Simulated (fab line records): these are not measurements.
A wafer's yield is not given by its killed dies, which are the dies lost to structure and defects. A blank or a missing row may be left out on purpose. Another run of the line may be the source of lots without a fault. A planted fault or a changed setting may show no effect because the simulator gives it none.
Chamber matching :: flow nandHarc :: NHARC_P_ZERO_WELL_ETCH_65 on rieDiel-12 has 4 sister chambers
The step etches the open film in N2/H2, target depth 80 nm, overetch 24 nm, time 87.88 s. 16 wafers are shown with their chamber, then 8 later ones without.

== WAFERS PAIRED WITH THEIR CHAMBERS ==
wafer: L078.2
chamber: 1
showerheadPlenumPTorr (Torr): 1.91
drypumpMotorCurrentA (A): 6.1
rfVppV (V): 427.2

wafer: L078.4
chamber: 0
showerheadPlenumPTorr (Torr): 1.97
drypumpMotorCurrentA (A): 6.1
rfVppV (V): 428.6

wafer: L078.5
chamber: 0
showerheadPlenumPTorr (Torr): 1.98
drypumpMotorCurrentA (A): 6.1
rfVppV (V): 429.6

wafer: L081.1
chamber: 2
showerheadPlenumPTorr (Torr): 1.90
drypumpMotorCurrentA (A): 5.2
rfVppV (V): 426.1

wafer: L081.3
chamber: 0
showerheadPlenumPTorr (Torr): 1.97
drypumpMotorCurrentA (A): 6.1
rfVppV (V): 428.6

wafer: L081.6
chamber: 2
showerheadPlenumPTorr (Torr): 1.90
drypumpMotorCurrentA (A): 5.2
rfVppV (V): 427.3

wafer: L083.1
chamber: 0
showerheadPlenumPTorr (Torr): 1.97
drypumpMotorCurrentA (A): 6.1
rfVppV (V): 428.7

wafer: L083.2
chamber: 2
showerheadPlenumPTorr (Torr): 1.90
drypumpMotorCurrentA (A): 5.2
rfVppV (V): 426.0

wafer: L083.3
chamber: 1
showerheadPlenumPTorr (Torr): 1.91
drypumpMotorCurrentA (A): 6.0
rfVppV (V): 427.3

wafer: L087.1
chamber: 2
showerheadPlenumPTorr (Torr): 1.90
drypumpMotorCurrentA (A): 5.2
rfVppV (V): 426.7

wafer: L087.2
chamber: 1
showerheadPlenumPTorr (Torr): 1.91
drypumpMotorCurrentA (A): 6.0
rfVppV (V): 425.7

wafer: L087.6
chamber: 2
showerheadPlenumPTorr (Torr): 1.90
drypumpMotorCurrentA (A): 5.2
rfVppV (V): 427.5

wafer: L088.1
chamber: 3
showerheadPlenumPTorr (Torr): 2.04
drypumpMotorCurrentA (A): 5.2
rfVppV (V): 429.7

wafer: L088.5
chamber: 3
showerheadPlenumPTorr (Torr): 2.04
drypumpMotorCurrentA (A): 5.2
rfVppV (V): 430.6

wafer: L088.6
chamber: 2
showerheadPlenumPTorr (Torr): 1.90
drypumpMotorCurrentA (A): 5.2
rfVppV (V): 426.2

wafer: L089.1
chamber: 0
showerheadPlenumPTorr (Torr): 1.97
drypumpMotorCurrentA (A): 6.1
rfVppV (V): 428.3

SIGNATURES (averages over the wafers above)
reading: showerheadPlenumPTorr
chamber 0: 1.9720
chamber 1: 1.9100
chamber 2: 1.9000
chamber 3: 2.0400
scatter within a chamber: 0.00258

reading: drypumpMotorCurrentA
chamber 0: 6.100
chamber 1: 6.033
chamber 2: 5.200
chamber 3: 5.200
scatter within a chamber: 0.0236

reading: rfVppV
chamber 0: 428.760
chamber 1: 426.733
chamber 2: 426.633
chamber 3: 430.150
scatter within a chamber: 0.649
Rule: distance of a wafer from a chamber = root of the sum over the readings of ((wafer's reading minus chamber's mean) / reading's scatter) squared. The wafer belongs to the nearest chamber; if the next one is less than 2 further off, it can't be placed. How the scatter is found: for the shown wafers, subtract from each reading the mean of its chamber, square and add these, divide the total by (wafers less chambers), then take the root.

== WAFERS MISSING THEIR CHAMBER ==
wafer: L089.4
showerheadPlenumPTorr (Torr): 1.91
drypumpMotorCurrentA (A): 6.0
rfVppV (V): 427.3

wafer: L089.5
showerheadPlenumPTorr (Torr): 1.91
drypumpMotorCurrentA (A): 6.0
rfVppV (V): 427.9

wafer: L092.1
showerheadPlenumPTorr (Torr): 2.04
drypumpMotorCurrentA (A): 5.2
rfVppV (V): 431.0

wafer: L092.3
showerheadPlenumPTorr (Torr): 1.91
drypumpMotorCurrentA (A): 6.0
rfVppV (V): 426.7

wafer: L092.5
showerheadPlenumPTorr (Torr): 1.90
drypumpMotorCurrentA (A): 5.2
rfVppV (V): 425.3

wafer: L094.2
showerheadPlenumPTorr (Torr): 1.97
drypumpMotorCurrentA (A): 6.1
rfVppV (V): 429.8

wafer: L094.4
showerheadPlenumPTorr (Torr): 1.90
drypumpMotorCurrentA (A): 5.2
rfVppV (V): 427.5

wafer: L094.5
showerheadPlenumPTorr (Torr): 1.90
drypumpMotorCurrentA (A): 5.2
rfVppV (V): 427.3

== WHICH CHAMBER EACH ONE RAN IN ==
wafer: L089.4
from the rows above: 1
in truth: 1

wafer: L089.5
from the rows above: 1
in truth: 1

wafer: L092.1
from the rows above: 3
in truth: 3

wafer: L092.3
from the rows above: 1
in truth: 1

wafer: L092.5
from the rows above: 2
in truth: 2

wafer: L094.2
from the rows above: 0
in truth: 0

wafer: L094.4
from the rows above: 2
in truth: 2

wafer: L094.5
from the rows above: 2
in truth: 2
Placed correctly: 8 of 8. From these rows, 0 cannot be placed. 0 placed wrongly.
